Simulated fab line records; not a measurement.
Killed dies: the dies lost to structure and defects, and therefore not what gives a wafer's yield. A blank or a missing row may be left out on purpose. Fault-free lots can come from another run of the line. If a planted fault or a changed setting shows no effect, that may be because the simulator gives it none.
Lot-split experiment ; flow n5-finfet ; route with 1938 steps; 7 lots, 39 wafers read

== SPLIT DETAILS ==
At N5_SD_EPI_P_EPI_21 (deposits SiGe:B, time 355 s), the setting time-s was moved away from the recipe's 355 s on 15 of the 39 wafers read, by -51.8% to +44.8%. All remaining wafers had this setting at the recipe value.

== FROM THE SPLIT TO THE READING: what the file shows between them, 3 steps ==
- N5_SD_EPI_P_EPI_MEAS_23
- N5_SD_EPI_P_HM_STRIP_48: strips SiNx in H3PO4, material SiNx, target depth 3 nm
- N5_SD_EPI_P_SRD_49: time 30 s

== THE READING ==
SiGe-B_of_SD_EPI_P_EPI_21.thk-nm (the simulator's own value, which no gauge read), in nm, at N5_SD_EPI_P_PRECLEAN_24 (cleans in O3/DIW, time 45 s). There is no usual value for it anywhere in the file. Average 60.4 nm, standard deviation 0.5 nm, over the 24 wafers here run with the recipe.

wafer;tool, chamber at the split;time-s as run, s;against the recipe;SiGe-B_of_SD_EPI_P_EPI_21.thk-nm, nm;against lot-mates on the recipe
L074.3;epi-rpcvd-03, 0;355;recipe;61.2;-
L074.4;epi-rpcvd-03, 0;355;recipe;60.8;-
L074.5;epi-rpcvd-03, 0;355;recipe;61;-
L078.1;epi-rpcvd-04, 0;277.3;-21.9%;52;-8.4
L078.2;epi-rpcvd-04, 0;277.3;-21.9%;51.6;-8.8
L078.3;epi-rpcvd-04, 0;277.3;-21.9%;51.4;-9.0
L078.4;epi-rpcvd-04, 0;355;recipe;60;-
L078.5;epi-rpcvd-04, 0;355;recipe;60.8;-
L078.6;epi-rpcvd-04, 0;355;recipe;60.4;-
L085.1;epi-rpcvd-03, 0;355;recipe;61.2;-
L085.3;epi-rpcvd-03, 0;355;recipe;61.2;-
L085.2;epi-rpcvd-03, 0;355;recipe;61;-
L085.4;epi-rpcvd-03, 0;503.3;+41.8%;77.4;+16.3
L085.5;epi-rpcvd-03, 0;503.3;+41.8%;77.6;+16.5
L085.6;epi-rpcvd-03, 0;503.3;+41.8%;78.6;+17.5
L090.1;epi-rpcvd-03, 0;171.1;-51.8%;32;-28.3
L090.2;epi-rpcvd-03, 0;171.1;-51.8%;31.6;-28.7
L090.5;epi-rpcvd-03, 0;171.1;-51.8%;31.6;-28.7
L090.3;epi-rpcvd-03, 0;355;recipe;60;-
L090.4;epi-rpcvd-03, 0;355;recipe;60.4;-
L090.6;epi-rpcvd-03, 0;355;recipe;60.4;-
L094.1;epi-rpcvd-02, 0;514;+44.8%;77.8;+18.0
L094.3;epi-rpcvd-02, 0;514;+44.8%;77.8;+18.0
L094.2;epi-rpcvd-02, 0;355;recipe;59.8;-
L094.4;epi-rpcvd-02, 0;355;recipe;60.2;-
L094.5;epi-rpcvd-02, 0;514;+44.8%;78;+18.2
L094.6;epi-rpcvd-02, 0;355;recipe;59.4;-
L096.1;epi-rpcvd-02, 0;507.6;+43.0%;77.2;+16.7
L096.2;epi-rpcvd-02, 0;355;recipe;60.8;-
L096.3;epi-rpcvd-02, 0;355;recipe;60.2;-
L096.4;epi-rpcvd-02, 0;355;recipe;60.4;-
L096.5;epi-rpcvd-02, 0;507.6;+43.0%;76.6;+16.1
L096.6;epi-rpcvd-02, 0;507.6;+43.0%;77.4;+16.9
L097.1;epi-rpcvd-04, 0;355;recipe;59.8;-
L097.6;epi-rpcvd-04, 0;355;recipe;59.8;-
L097.2;epi-rpcvd-04, 0;355;recipe;60.8;-
L097.5;epi-rpcvd-04, 0;355;recipe;60.8;-
L097.3;epi-rpcvd-04, 0;355;recipe;60.2;-
L097.4;epi-rpcvd-04, 0;355;recipe;60.2;-

FIT RESULTS
A straight line over all 39 wafers: SiGe-B_of_SD_EPI_P_EPI_21.thk-nm changes by +0.451 nm for each +1% of time-s; r = +0.99; the points scatter about the line by 1.8 nm.
The same after taking each lot's own level away (the mean of its wafers on the recipe; 39 wafers): +0.449 nm for each +1%; r = +0.99; scatter 1.7 nm.
Per that fit: largest time-s move, reading shift of 23 nm.
The span of the lots' own levels, 59.80 to 61.13 nm, comes to 2.7 times the standard deviation stated above.
So the lot-to-lot level changes the slope little: the two slopes agree.
Check: for one of the wafers moved furthest among these (-51.8%), held out of the fit, the line's prediction against its lot-mates is -23.4 nm. It came out at -28.3 nm against them.

== ADDITIONAL SPLITS CARRIED BY THESE WAFERS ==
Before the reading, these wafers also passed through other splits. Each is held against what the fit with the lots' levels taken away leaves over:
other split on the same wafers;wafers away from the commonest value;r with SiGe-B_of_SD_EPI_P_EPI_21.thk-nm (lot level and that fit taken away)
N5_ZERO_LAYER_DEVELOP_10 develop-time-s;15;+0.00
N5_SD_EPI_N_DEVELOP_08 develop-time-s;12;+0.14

== THE WHOLE CHAIN: every reading that the file lists as answering this split, in the file's order ==
step;what it does;reading;change (the file's fit);r (the file's)
N5_SD_EPI_P_EPI_21;deposits SiGe:B, time 355 s;SiGe-B_of_SD_EPI_P_EPI_21.thk-nm (the simulator's own value, which no gauge read);+0.448 nm for each +1% of the setting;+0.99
N5_SD_EPI_P_EPI_MEAS_23;;thk-nm;withheld for each +1% of the setting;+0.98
N5_SD_EPI_P_PRECLEAN_24;cleans in O3/DIW, time 45 s;SiGe-B_of_SD_EPI_P_EPI_21.thk-nm (the simulator's own value, which no gauge read);+0.444 nm for each +1% of the setting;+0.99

== FILE'S OWN FIT ==
SiGe-B_of_SD_EPI_P_EPI_21.thk-nm changes by +0.444 nm for each +1% of time-s, r = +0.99.
